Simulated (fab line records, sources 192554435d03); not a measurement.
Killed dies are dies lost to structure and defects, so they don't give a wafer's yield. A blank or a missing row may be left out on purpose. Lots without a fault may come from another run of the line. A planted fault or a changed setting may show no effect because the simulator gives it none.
Chamber matching | flow n5_finfet | N5_BEOL_M0_SAQP_MANDREL_ETCH_103 on rie_si-05: 4 sister chambers
The step etches a-Si in HBr/Cl2, stops on SiCN, target depth 45 nm, bt time 10 s, time 27 s. 8 wafers are shown with their chamber, then 8 later ones without.

WAFERS WITH THEIR CHAMBER
wafer  | chamber | drypump_motor_current_A (A) | throttle_valve_pct (%)
L085.6 | 1       | 5.4                         | 35.07
L091.4 | 3       | 5.3                         | 35.54
L092.4 | 2       | 5.9                         | 35.17
L092.5 | 3       | 5.4                         | 35.56
L093.1 | 0       | 5.9                         | 35.32
L093.2 | 2       | 5.9                         | 35.19
L093.4 | 1       | 5.4                         | 35.14
L094.1 | 0       | 5.9                         | 35.32

WAFERS WITHOUT THEIR CHAMBER
wafer  | drypump_motor_current_A (A) | throttle_valve_pct (%)
L094.2 | 5.4                         | 35.14
L094.3 | 5.9                         | 35.15
L095.1 | 5.9                         | 35.17
L095.4 | 5.8                         | 35.34
L095.5 | 5.4                         | 35.55
L096.3 | 5.9                         | 35.15
L096.5 | 5.4                         | 35.12
L096.6 | 5.8                         | 35.16

WHICH CHAMBER EACH WENT THROUGH
wafer  | from the rows above | in truth
L094.2 | 1                   | 1
L094.3 | 2                   | 2
L095.1 | 2                   | 2
L095.4 | 0                   | 0
L095.5 | 3                   | 3
L096.3 | 2                   | 2
L096.5 | 1                   | 1
L096.6 | 2                   | 2
Placed correctly: 8 of 8. Can't be placed from these rows: 0. Placed wrongly: 0.
How it was worked out, from the rows above alone: a wafer's distance from a chamber is the root of the sum, over the readings, of the square of ((its reading less the chamber's mean) divided by the reading's scatter). The wafer belongs to the nearest chamber; if the next one is less than 2 further off, it can't be placed. A chamber's mean is the mean of its shown wafers. The scatter: the root of (the sum of the squares of (reading less its chamber's mean) over the shown wafers, divided by (wafers less chambers)).
